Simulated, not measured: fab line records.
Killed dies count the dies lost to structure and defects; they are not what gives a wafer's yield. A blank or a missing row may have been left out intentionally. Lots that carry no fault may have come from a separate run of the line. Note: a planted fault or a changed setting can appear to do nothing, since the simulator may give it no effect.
fab line records    flow n5_finfet
record: lots: 7  wafers: 18  last_day: 17
route steps=1938 shown BEOL_M11@1563 PASSIVATION@1936
lots with no fault: from the same line, run without faults
start_h: the number of hours between the record's first day and the start of the first shown wafer of the lot    wait_h: hours elapsed since this lot's preceding step    " repeats the value in the row above    L1.1+2: one row covering several wafers at once    - no value, or no start given    * or withheld: withheld    < > ~ a bound
route shown NAME@n: names a module that has steps shown in the file, with the first one's number in the route    usual: mean/standard deviation taken from wafers without a fault    same: alike in all rows    chamber/n: place in a boat    sites: readings site by site    _std_site: the values' standard deviation    _edge_site: the outer-site mean with the inner-site mean subtracted    radius_mm: for every site, how far away it sits from the centre of the wafer    mask NAME#n: copy n    behind: the last tool/chamber to shape the wafer    hold: what put the lot on hold/how long, in hours/how the hold closed    device: transistor that didn't switch, given as n, p or np    end of line: tests of these same wafers at the route's end    a step given without rows: its recipe and nothing more    killed: not the wafer's yield, but the dies lost to structure and defects at the first sort    map: the dies of a wafer, with x for killed, . for not killed, _ for no die there
set.NAME: the run value of the setting; set.NAME@STEP: its run value at that earlier step    model.NAME: the simulator's own value behind a step, which no gauge read
lots at selected steps of the route; one table per step, one row per wafer
services: from which hour (start_h, from the record's first day; less than 0 if before it) a tool's chamber was out of use, for how many hours, and why
== steps ==
step: N5_BEOL_M11_EBR_24
recipe: solvent: PGMEA  ebr_width_mm: 1.5
step: N5_BEOL_M11_SOFTBAKE_23
recipe: temp_c: 110  time_s: 60  resist: CAR-ArF
step: N5_BEOL_M11_EXPOSE_25
recipe: mask_id: V10  na: 1.35  source_shape: annular  sigma_inner: 0.5  sigma_outer: 0.8  polarization: unpolarized  dose_mj: 85.5
step: N5_BEOL_M11_PEB_26
recipe: peb_temp_c: withheld  peb_time_s: 60  resist: CAR-ArF
step: N5_BEOL_M11_DEVELOP_27
recipe: develop_time_s: 30  developer: TMAH  resist: CAR-ArF  rinse_liquid: diw  dry: air_spin  dev_temp_c: 23
step: N5_BEOL_M11_CD_MEAS_28
recipe: target_cd_nm: 70  landing_energy_ev: 500  detector: se_inlens  polarity: opening
usual: cd_nm: 70.5/1.2
lot.wafer  tool       chamber  start_h  wait_h  cd_nm
L645.4     cd_sem-01  0        227.12   -       70.7
L645.5     "          0        "        "       69.9
L645.6     "          0        "        "       70.1
L652.1     cd_sem-03  0        276.05   -       69.5
L652.4     "          0        "        "       70.5
L652.5     "          0        "        "       70.0
L656.5     cd_sem-02  0        306.74   -       69.6
L656.6     "          0        "        "       69.0
L659.3     cd_sem-03  0        315.26   -       71.7
L659.4     "          0        "        "       69.7
L660.4     cd_sem-02  0        323.95   -       71.1
L660.6     "          0        "        "       71.0
L662.1     cd_sem-02  0        332.80   -       70.5
L662.3     "          0        "        "       68.7
L662.6     "          0        "        "       70.8
L666.2     cd_sem-01  0        358.46   -       69.5
L666.3     "          0        "        "       69.3
L666.4     "          0        "        "       71.6
step: N5_BEOL_M11_OVL_MEAS_29
recipe: points_per_wafer: 44
usual: V10_OVL: -0.5/0.58
lot.wafer  tool        chamber  start_h  wait_h  V10_OVL[nm]
L645.4     overlay-02  0        227.15   0.0     -0.3
L645.5     "           0        "        "       0.0
L645.6     "           0        "        "       0.0
L652.1     overlay-02  0        276.08   0.0     -1.2
L652.4     "           0        "        "       -0.7
L652.5     "           0        "        "       -0.6
L656.5     overlay-01  0        306.77   0.0     0.8
L656.6     "           0        "        "       -0.5
L659.3     overlay-01  0        315.29   0.0     0.0
L659.4     "           0        "        "       -0.8
L660.4     overlay-01  0        323.98   0.0     -0.5
L660.6     "           0        "        "       -0.3
L662.1     overlay-01  0        332.83   0.0     -1.5
L662.3     "           0        "        "       -1.3
L662.6     "           0        "        "       -1.0
L666.2     overlay-01  0        358.49   0.0     1.3
L666.3     "           0        "        "       0.5
L666.4     "           0        "        "       0.3
step: N5_BEOL_M11_INSPECT_30
recipe: mode: adi  inspect_instrument: brightfield
usual: raw_defect_count: 451/110
lot.wafer  tool               chamber  start_h  wait_h  raw_defect_count
L645.4     defect_inspect-02  -        227.17   0.0     368
L645.5     "                  -        "        "       288
L645.6     "                  -        "        "       303
L652.1     defect_inspect-02  -        276.11   0.0     242
L652.4     "                  -        "        "       394
L652.5     "                  -        "        "       387
L656.5     defect_inspect-01  -        306.79   0.0     379
L656.6     "                  -        "        "       473
L659.3     defect_inspect-01  -        315.32   0.0     467
L659.4     "                  -        "        "       522
L660.4     defect_inspect-02  -        324.00   0.0     520
L660.6     "                  -        "        "       549
L662.1     defect_inspect-02  -        332.85   0.0     398
L662.3     "                  -        "        "       414
L662.6     "                  -        "        "       381
L666.2     defect_inspect-02  -        358.52   0.0     418
L666.3     "                  -        "        "       459
L666.4     "                  -        "        "       534
step: N5_BEOL_M11_DESCUM_33
recipe: chemistry: O2  time_s: 7.9  source_power_w: 50  bias_power_w: 20  pressure_mtorr: 20  rf_frequency_hz: 2.712e+07  temp_c: 40  resist: CAR-ArF  o2_flow_sccm: 225
usual: chamber_pressure_mTorr: 20.000/0.018  drypump_motor_current_A: 5.7/0.35  o2_flow_sccm: 225.0/0.69  oes_product_au: 0.82/0.068  rf_fwd_power_W: 49.29/0.22  rf_vpp_V: 243.4/1.2  showerhead_plenum_p_Torr: 2.11/0.05  throttle_valve_pct: 20.29/0.27
lot.wafer  tool         chamber  start_h  wait_h  chamber_pressure_mTorr  drypump_motor_current_A  o2_flow_sccm  oes_product_au  rf_fwd_power_W  rf_hours_counter_h  rf_vpp_V  showerhead_plenum_p_Torr  throttle_valve_pct
L645.4     rie_diel-01  3        227.55   0.4     20.008                  6.2                      225.8         0.91            49.43           13                  242.9     2.05                      20.04
L645.5     "            3        "        "       20.001                  6.2                      225.4         0.91            49.37           -                   243.2     2.06                      20.05
L645.6     "            0        "        "       19.990                  5.6                      225.7         0.68            49.33           -                   243.5     2.05                      20.48
L652.1     rie_diel-01  1        276.56   0.5     19.993                  5.7                      224.8         0.81            49.06           88                  244.4     2.21                      20.51
L652.4     "            0        "        "       20.004                  5.6                      225.8         0.92            49.32           9                   244.2     2.05                      20.10
L652.5     "            3        "        "       20.011                  6.2                      225.2         0.88            49.24           -                   242.5     2.05                      20.08
L656.5     rie_diel-01  1        306.84   0.0     19.994                  5.7                      225.6         0.81            48.97           -                   243.7     2.21                      20.53
L656.6     "            0        "        "       19.960                  5.6                      224.7         0.89            49.06           -                   244.5     2.04                      20.11
L659.3     rie_diel-01  3        315.35   0.0     19.988                  6.2                      226.2         0.84            49.51           43                  241.7     2.04                      20.09
L659.4     "            2        "        "       20.002                  5.8                      225.6         0.83            49.36           76                  243.0     2.06                      20.82
L660.4     rie_diel-01  2        324.11   0.1     20.022                  5.8                      225.4         0.84            49.54           79                  241.0     2.06                      20.86
L660.6     "            3        "        "       19.989                  6.2                      225.4         0.85            49.33           -                   242.2     2.04                      20.10
L662.1     rie_diel-05  2        332.98   0.1     20.004                  5.7                      224.8         0.85            49.28           68                  242.2     2.11                      20.08
L662.3     "            1        "        "       20.016                  5.6                      224.6         0.81            49.10           89                  242.5     2.12                      20.31
L662.6     "            1        "        "       19.995                  5.6                      225.6         0.81            49.35           -                   243.3     2.12                      20.29
L666.2     rie_diel-05  3        358.55   0.0     19.988                  5.8                      226.2         0.81            48.72           55                  243.1     2.11                      19.76
L666.3     "            0        "        "       20.006                  5.0                      224.4         0.95            49.36           6                   241.9     2.15                      20.13
L666.4     "            1        "        "       19.998                  5.6                      224.6         0.81            49.48           97                  243.7     2.11                      20.32
step: N5_BEOL_M11_ETCH_65
recipe: chemistry: CF4  target: SiARC  target_depth_a: 390  mask_material: CAR-ArF  time_s: 65  ion_energy_ev: 80  pressure_mtorr: 40  source_w: 545  bias_w: 36  Ar_flow_sccm: 100  cf4_flow_sccm: 100  ends: cleared
usual: chamber_pressure_mTorr: 40.00/0.035  drypump_motor_current_A: 5.7/0.35  etch_rf_on_time_s: 65.1/2.1  oes_product_au: 0.70/0.063  rf_fwd_power_W: 537.3/2.8  rf_vpp_V: 184.3/1.1  showerhead_plenum_p_Torr: 2.17/0.051  throttle_valve_pct: 15.50/0.21
lot.wafer  tool         chamber  start_h  wait_h  chamber_pressure_mTorr  drypump_motor_current_A  etch_rf_on_time_s  oes_product_au  rf_fwd_power_W  rf_hours_counter_h  rf_vpp_V  showerhead_plenum_p_Torr  throttle_valve_pct
L645.4     rie_diel-01  3        227.59   0.0     40.00                   6.2                      64.7               0.78            540.0           13                  184.7     2.10                      15.19
L645.5     "            3        "        "       39.97                   6.2                      64.6               0.79            538.8           -                   183.4     2.10                      15.17
L645.6     "            0        "        "       40.02                   5.6                      65.5               0.58            535.9           -                   183.1     2.11                      15.86
L652.1     rie_diel-01  1        276.60   0.0     39.99                   5.7                      66.8               0.68            536.2           88                  185.7     2.26                      15.70
L652.4     "            0        "        "       40.01                   5.7                      63.6               0.79            534.5           9                   183.5     2.11                      15.39
L652.5     "            3        "        "       40.00                   6.2                      63.0               0.76            538.2           -                   181.8     2.10                      15.22
L656.5     rie_diel-01  1        306.89   0.0     40.01                   5.7                      68.6               0.68            535.8           -                   185.7     2.25                      15.69
L656.6     "            0        "        "       39.97                   5.6                      64.9               0.77            538.2           -                   183.5     2.11                      15.41
L659.3     rie_diel-01  3        315.38   0.0     39.98                   6.2                      64.2               0.74            541.9           43                  184.1     2.09                      15.23
L659.4     "            2        "        "       39.98                   5.8                      62.7               0.72            538.4           76                  183.3     2.10                      15.80
L660.4     rie_diel-01  2        324.14   0.0     40.03                   5.8                      62.5               0.72            537.7           79                  182.4     2.10                      15.81
L660.6     "            3        "        "       40.01                   6.2                      64.3               0.74            539.9           -                   184.4     2.09                      15.22
L662.1     rie_diel-05  2        333.02   0.0     40.05                   5.7                      67.6               0.71            533.8           68                  185.1     2.16                      15.37
L662.3     "            1        "        "       40.01                   5.6                      67.1               0.69            539.2           89                  184.0     2.18                      15.54
L662.6     "            1        "        "       40.01                   5.6                      67.0               0.69            540.2           -                   184.4     2.18                      15.54
L666.2     rie_diel-05  3        358.58   0.0     40.01                   5.8                      69.5               0.69            538.5           55                  185.9     2.20                      15.22
L666.3     "            0        "        "       40.06                   5.0                      61.3               0.85            536.6           7                   184.4     2.19                      15.15
L666.4     "            1        "        "       40.00                   5.6                      66.6               0.67            538.4           97                  185.0     2.17                      15.58
step: N5_BEOL_M11_ETCH_66
recipe: chemistry: N2/H2  target: SOC  target_depth_a: 1200  overetch_a: 240  mask_material: SiARC  temp_c: 40  time_s: 180  ion_energy_ev: 200  pressure_mtorr: 30  source_w: 840  bias_w: 150  n2_flow_sccm: 200  h2_flow_sccm: 200
usual: chamber_pressure_mTorr: 30.000/0.026  drypump_motor_current_A: 5.7/0.35  oes_product_au: 0.66/0.057  rf_fwd_power_W: 836.1/2.4  rf_vpp_V: 524.7/2  run_length_s: 203.3/0.4  showerhead_plenum_p_Torr: 2.56/0.069  throttle_valve_pct: 17.62/0.26
lot.wafer  tool         chamber  start_h  wait_h  chamber_pressure_mTorr  drypump_motor_current_A  oes_product_au  rf_fwd_power_W  rf_hours_counter_h  rf_vpp_V  run_length_s  showerhead_plenum_p_Torr  throttle_valve_pct
L645.4     rie_diel-01  3        227.64   0.0     29.984                  6.2                      0.74            834.9           13                  522.9     203.3         2.51                      17.50
L645.5     "            3        "        "       29.975                  6.2                      0.75            834.7           -                   521.4     203.3         2.51                      17.53
L645.6     "            0        "        "       30.023                  5.6                      0.55            834.2           -                   523.9     203.0         2.48                      17.76
L652.1     rie_diel-01  1        276.65   0.0     29.977                  5.7                      0.66            834.3           88                  528.4     203.1         2.68                      17.96
L652.4     "            0        "        "       29.984                  5.6                      0.75            835.8           9                   522.1     203.2         2.48                      17.31
L652.5     "            3        "        "       29.998                  6.2                      0.71            835.0           -                   523.5     203.6         2.50                      17.53
L656.5     rie_diel-01  1        306.97   0.1     30.025                  5.7                      0.65            835.2           -                   527.6     203.1         2.68                      17.97
L656.6     "            0        "        "       29.984                  5.6                      0.72            837.6           -                   523.1     203.0         2.47                      17.34
L659.3     rie_diel-01  3        315.43   0.0     29.965                  6.2                      0.70            837.4           43                  522.9     203.7         2.50                      17.56
L659.4     "            2        "        "       30.000                  5.8                      0.66            837.8           76                  520.9     203.2         2.46                      17.91
L660.4     rie_diel-01  2        324.19   0.0     30.015                  5.8                      0.66            830.4           79                  522.2     203.0         2.46                      17.91
L660.6     "            3        "        "       30.026                  6.2                      0.69            834.6           -                   521.8     203.4         2.49                      17.57
L662.1     rie_diel-05  2        333.07   0.0     29.993                  5.7                      0.69            833.1           68                  525.2     203.4         2.56                      17.51
L662.3     "            1        "        "       30.043                  5.6                      0.65            838.6           89                  524.2     202.9         2.57                      17.71
L662.6     "            1        "        "       29.972                  5.6                      0.65            836.5           -                   523.1     202.7         2.57                      17.73
L666.2     rie_diel-05  3        358.63   0.0     29.966                  5.8                      0.68            832.3           55                  525.4     203.8         2.56                      17.07
L666.3     "            0        "        "       29.959                  5.0                      0.76            834.8           7                   526.1     203.2         2.60                      17.44
L666.4     "            1        "        "       29.979                  5.6                      0.65            834.5           97                  524.7     203.0         2.56                      17.75
step: N5_BEOL_M11_STRIP_69
recipe: chemistry: N2/H2  temp_c: 40  n2_flow_sccm: 200  h2_flow_sccm: 200  rf_frequency_hz: 6e+07
step: N5_BEOL_M11_VIA_ETCH_34
recipe: chemistry: C4F6/O2  target: SiCOH_lowk  target_depth_a: 1845  mask_material: SOC  taper_deg: 4  time_s: 69.2  ion_energy_ev: 250  pressure_mtorr: 30  source_w: 345  bias_w: 185  Ar_flow_sccm: 300  C4F6_flow_sccm: 10  O2_flow_sccm: 10
usual: chamber_pressure_mTorr: 30.004/0.027  drypump_motor_current_A: 5.7/0.35  oes_product_au: 0.82/0.071  rf_fwd_power_W: 341.7/1.4  rf_vpp_V: 664/15  run_length_s: 92.5/0.42  showerhead_plenum_p_Torr: 2.88/0.06  throttle_valve_pct: 20.79/0.19
lot.wafer  tool         chamber  start_h  wait_h  chamber_pressure_mTorr  drypump_motor_current_A  oes_product_au  rf_fwd_power_W  rf_hours_counter_h  rf_vpp_V  run_length_s  showerhead_plenum_p_Torr  throttle_valve_pct  model.etch.depth_nm
L645.4     rie_diel-01  3        227.76   0.0     30.017                  6.2                      0.92            341.6           14                  643       92.9          2.82                      20.66               183.7
L645.5     "            3        "        "       30.047                  6.2                      0.92            343.2           -                   642       93.4          2.82                      20.67               184.3
L645.6     "            0        "        "       30.022                  5.7                      0.67            342.0           -                   651       92.3          2.80                      21.00               179.6
L652.1     rie_diel-01  1        276.77   0.0     29.982                  5.7                      0.81            339.4           88                  675       92.1          2.97                      20.82               181.5
L652.4     "            0        "        "       30.004                  5.6                      0.93            341.9           9                   651       92.6          2.80                      20.65               183.7
L652.5     "            3        "        "       30.040                  6.2                      0.88            341.7           -                   643       92.6          2.82                      20.69               184.1
L656.5     rie_diel-01  1        307.06   0.0     30.028                  5.7                      0.80            340.4           -                   676       92.7          2.96                      20.82               179.3
L656.6     "            0        "        "       29.972                  5.6                      0.88            -               -                   650       89.4          2.79                      20.66               171.8
L659.3     rie_diel-01  3        315.56   0.0     29.953                  6.2                      0.86            341.3           43                  643       92.7          2.81                      20.71               183.6
L659.4     "            2        "        "       29.999                  5.8                      0.83            -               76                  667       88.7          2.79                      21.19               178.5
L660.4     rie_diel-01  2        324.32   0.0     29.967                  5.8                      0.83            -               79                  666       88.7          2.78                      21.20               179.5
L660.6     "            3        "        "       30.035                  6.2                      0.86            -               -                   644       89.7          2.81                      20.72               173.9
L662.1     rie_diel-05  2        333.19   0.0     29.988                  5.6                      0.83            342.2           68                  688       92.6          2.86                      20.59               180.3
L662.3     "            1        "        "       30.010                  5.6                      0.79            340.7           89                  655       91.8          2.90                      20.93               180.2
L662.6     "            1        "        "       29.987                  5.6                      0.80            343.1           -                   657       92.1          2.90                      20.96               181
L666.2     rie_diel-05  3        358.76   0.0     29.941                  5.8                      0.81            339.5           55                  660       92.7          2.93                      20.57               176.7
L666.3     "            0        "        "       29.997                  5.0                      0.97            341.1           7                   656       92.8          2.93                      20.62               189.5
L666.4     "            1        "        "       30.002                  5.6                      0.79            343.5           97                  653       91.7          2.90                      20.97               180.8
step: N5_BEOL_M11_STRIP_73
recipe: chemistry: C4F6/O2  resist: SiARC  rf_frequency_hz: 6e+07
step: N5_PASSIVATION_PROBE_49
usual: defect_limited_yield: 91.4/1.4  killed_at_M0_to_M3: 34/8.9  killed_at_M4_up: 13/4.6  killed_at_contacts: 12/5.5  killed_at_front_end: 41/11  killed_at_other: 3.1/2.9  killed_dies: 102/16  killed_open: 66/11  killed_short: 34/7.6  sort_bin_5_function: 5.1/0.89  sort_bin_6_memory: 3.2/0.61  sort_bin_8_speed: 0.02/0.12  sort_n_pass: 1078/16
same: gross_dies: 1180  killed_at_back_side: 0  sort_bin_4_leakage[%]: 0
lot.wafer  tool       chamber  start_h  wait_h  defect_limited_yield[%]  killed_at_M0_to_M3  killed_at_M4_up  killed_at_contacts  killed_at_front_end  killed_at_other  killed_dies  killed_open  killed_short  sort_bin_5_function[%]  sort_bin_6_memory[%]  sort_bin_8_speed[%]  sort_n_pass
L645.4     prober-01  -        276.17   0.2     89.1                     30                  16               11                  69                   3                129          77           40            5.9                     4.0                   0                    1051
L645.5     prober-01  -        276.22   0.2     90.0                     45                  10               20                  43                   0                118          80           38            5.5                     4.1                   0                    1062
L645.6     prober-01  -        276.27   0.3     87.6                     55                  16               11                  61                   3                146          100          40            7.5                     3.8                   0                    1034
L652.1     prober-01  -        314.11   0.0     89.7                     45                  21               16                  35                   5                122          79           42            6.4                     3.5                   0                    1058
L652.4     prober-01  -        314.26   0.2     88.2                     31                  11               28                  63                   6                139          96           35            7.4                     3.6                   0                    1041
L652.5     prober-01  -        314.31   0.2     90.2                     37                  9                24                  44                   2                116          82           33            6.0                     3.3                   0                    1064
L656.5     prober-01  -        346.82   0.2     89.5                     35                  17               14                  54                   4                124          73           41            5.7                     3.6                   0                    1056
L656.6     prober-01  -        346.87   0.3     91.1                     25                  13               12                  53                   2                105          75           30            5.3                     3.5                   0                    1075
L659.3     prober-02  -        358.18   0.1     89.5                     24                  15               13                  53                   19               124          80           44            6.1                     4.3                   0                    1056
L659.4     prober-02  -        358.23   0.2     91.6                     27                  13               10                  47                   2                99           73           26            5.3                     3.1                   0                    1081
L660.4     prober-02  -        362.61   0.2     92.4                     27                  12               15                  35                   1                90           57           30            5.3                     2.2                   0                    1090
L660.6     prober-02  -        362.71   0.3     90.5                     36                  17               10                  48                   1                112          68           33            5.2                     3.1                   0                    1068
L662.1     prober-02  -        374.30   0.0     90.8                     47                  9                12                  40                   1                109          74           34            5.8                     3.1                   0                    1071
L662.3     prober-02  -        374.40   0.1     94.4                     26                  6                5                   28                   1                66           43           22            3.6                     1.8                   0                    1114
L662.6     prober-02  -        374.55   0.3     93.2                     26                  8                8                   37                   1                80           52           24            4.1                     2.1                   0                    1100
killed by level:class
L645.4 FIN_SAQP:geometric_particle:open=13 FIN_SAQP:geometric_particle:short=12 MOL_CONTACT_COAG:geometric_particle:open=10 STI_FIN_REVEAL:geometric_particle:open=9 GATE_CUT:geometric_particle:short=8 BEOL_M2:geometric_particle:open=8 HKMG_FIN:area_etch=8 BEOL_M0_SAQP:geometric_particle:open=6
L645.5 MOL_CONTACT_COAG:geometric_particle:open=15 BEOL_M0_SAQP:geometric_particle:open=14 FIN_SAQP:geometric_particle:open=12 STI_FIN_REVEAL:geometric_particle:open=12 FIN_SAQP:geometric_particle:short=11 BEOL_M0_SAQP:geometric_particle:short=8 BEOL_M2:geometric_particle:open=8 MOL_CONTACT_COAG:geometric_particle:short=5
L645.6 FIN_SAQP:geometric_particle:open=19 BEOL_M0_SAQP:geometric_particle:open=15 BEOL_M0_SAQP:geometric_particle:short=14 STI_FIN_REVEAL:geometric_particle:open=12 FIN_SAQP:geometric_particle:short=8 MOL_CONTACT_COAG:geometric_particle:open=8 BEOL_M0:geometric_particle:open=7 DUMMY_GATE:geometric_particle:open=6
L652.1 MOL_CONTACT_COAG:geometric_particle:open=15 BEOL_M2:geometric_particle:open=11 BEOL_M3:geometric_particle:open=9 BEOL_M0_SAQP:geometric_particle:short=8 STI_FIN_REVEAL:geometric_particle:open=7 BEOL_M0_SAQP:geometric_particle:open=7 STI_FIN_REVEAL:geometric_particle:short=5 BEOL_M4:geometric_particle:open=4
L652.4 MOL_CONTACT_COAG:geometric_particle:open=19 DUMMY_GATE:geometric_particle:open=14 STI_FIN_REVEAL:geometric_particle:open=12 BEOL_M3:geometric_particle:open=10 FIN_SAQP:geometric_particle:open=9 MOL_CONTACT_COAG:geometric_particle:short=9 FIN_SAQP:geometric_particle:short=7 BEOL_M2:geometric_particle:open=7
L652.5 MOL_CONTACT_COAG:geometric_particle:open=19 STI_FIN_REVEAL:geometric_particle:open=12 BEOL_M1:geometric_particle:open=11 BEOL_M3:geometric_particle:open=9 FIN_SAQP:geometric_particle:short=6 DUMMY_GATE:geometric_particle:open=6 GATE_CUT:geometric_particle:short=5 MOL_CONTACT_COAG:geometric_particle:short=5
L656.5 FIN_SAQP:geometric_particle:open=14 BEOL_M0_SAQP:geometric_particle:open=13 MOL_CONTACT_COAG:geometric_particle:open=12 FIN_SAQP:geometric_particle:short=10 HKMG_FIN:area_etch=9 BEOL_M1:geometric_particle:short=7 BEOL_M0_SAQP:geometric_particle:short=5 STI_FIN_REVEAL:geometric_particle:open=4
L656.6 FIN_SAQP:geometric_particle:open=15 STI_FIN_REVEAL:geometric_particle:open=13 MOL_CONTACT_COAG:geometric_particle:open=11 FIN_SAQP:geometric_particle:short=9 BEOL_M0_SAQP:geometric_particle:open=8 BEOL_M4:geometric_particle:open=7 BEOL_M0_SAQP:geometric_particle:short=5 STI_FIN_REVEAL:geometric_particle:short=4
L659.3 STI_FIN_REVEAL:geometric_particle:open=15 DUMMY_GATE:geometric_particle:open=7 MOL_CONTACT_COAG:geometric_particle:short=7 BEOL_M0_SAQP:geometric_particle:short=7 MOL_CONTACT_COAG:geometric_particle:open=6 BEOL_M3:geometric_particle:open=6 MIM_TOP_ETCH:geometric_particle:open=6 FIN_SAQP:geometric_particle:short=5
L659.4 DUMMY_GATE:geometric_particle:open=15 BEOL_M0_SAQP:geometric_particle:open=10 STI_FIN_REVEAL:geometric_particle:open=8 MOL_CONTACT_COAG:geometric_particle:open=8 GATE_CUT:geometric_particle:short=7 BEOL_M0_SAQP:geometric_particle:short=6 FIN_SAQP:geometric_particle:short=5 BEOL_M3:geometric_particle:open=5
L660.4 GATE_CUT:geometric_particle:short=12 MOL_CONTACT_COAG:geometric_particle:open=10 BEOL_M3:geometric_particle:open=9 BEOL_M4:geometric_particle:open=7 BEOL_M1:geometric_particle:open=6 BEOL_M0_SAQP:geometric_particle:short=5 FIN_CUT:geometric_particle:open=4 FIN_SAQP:geometric_particle:open=3
L660.6 HKMG_FIN:area_etch=10 BEOL_M4:geometric_particle:open=9 BEOL_M3:geometric_particle:open=9 STI_FIN_REVEAL:geometric_particle:open=8 BEOL_M0_SAQP:geometric_particle:short=8 FIN_SAQP:geometric_particle:open=7 DUMMY_GATE:geometric_particle:open=7 MOL_CONTACT_COAG:geometric_particle:open=7
L662.1 FIN_SAQP:geometric_particle:open=13 BEOL_M1:geometric_particle:open=12 MOL_CONTACT_COAG:geometric_particle:open=11 BEOL_M3:geometric_particle:open=10 FIN_SAQP:geometric_particle:short=7 BEOL_M0_SAQP:geometric_particle:short=6 BEOL_M2:geometric_particle:open=6 STI_FIN_REVEAL:geometric_particle:open=5
L662.3 BEOL_M1:geometric_particle:open=9 FIN_SAQP:geometric_particle:open=7 FIN_SAQP:geometric_particle:short=5 BEOL_M3:geometric_particle:open=5 STARTING-WAFER:geometric_particle:short=5 MOL_CONTACT_COAG:geometric_particle:open=4 BEOL_M1:geometric_particle:short=4 BEOL_M4:geometric_particle:open=3
L662.6 FIN_SAQP:geometric_particle:short=6 DUMMY_GATE:geometric_particle:open=6 GATE_CUT:geometric_particle:open=6 BEOL_M0_SAQP:geometric_particle:open=6 BEOL_M3:geometric_particle:open=6 GATE_CUT:geometric_particle:short=5 MOL_CONTACT_COAG:geometric_particle:open=5 BEOL_M2:geometric_particle:open=5
== services ==
tool         chamber  start_h  hours  kind
rie_diel-01  -        205.20   14.6   pm
rie_diel-01  0        229.39   -      clean
rie_diel-01  0        229.39   -      consumable_replace:focus_ring
rie_diel-01  0        229.39   20.3   scheduled_down
rie_diel-01  0        229.39   20.3   vent_cycle
rie_diel-05  0        231.27   1.3    repair
rie_diel-01  2        241.99   4.6    repair
rie_diel-05  -        266.35   15.6   pm
rie_diel-01  2        279.08   5.3    repair
rie_diel-05  0        301.90   5.6    repair
rie_diel-05  0        319.78   -      clean
rie_diel-05  0        319.78   -      consumable_replace:focus_ring
rie_diel-05  0        319.78   18.1   scheduled_down
rie_diel-05  0        319.78   18.1   vent_cycle
rie_diel-01  3        339.32   3.9    repair
rie_diel-05  1        352.70   1.2    repair
rie_diel-01  2        358.50   3.5    repair
== key ==
first_sign: step: N5_BEOL_M11_VIA_ETCH_34  reading: run_length_s  direction: down  sigmas: 8.2  usual: *  struck: *
effect none on later readings
model_effect: step: N5_BEOL_M11_VIA_ETCH_34  value: etch.depth_nm  without: 184.9  struck: 175.9
met_at N5_BEOL_M11_VIA_ETCH_34
struck_wafers L656.6,L659.4,L660.4,L660.6
baseline_loss: step: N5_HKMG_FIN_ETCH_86  wafers: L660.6
onset_between 276.77 307.06
fault: kind: process_parameter_drift  tool: rie_diel-01  chamber: -  onset_h: 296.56  steps: N5_BEOL_M11_VIA_ETCH_34  channel: time_s  offset: *  shape: step  end_h: 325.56  scope: struck_wafers_only  acts_in: *  stated: *
baseline_loss: these wafers lose ten dies or more at that step, a loss of the line's own and not of a fault; the sort's usual values leave them out
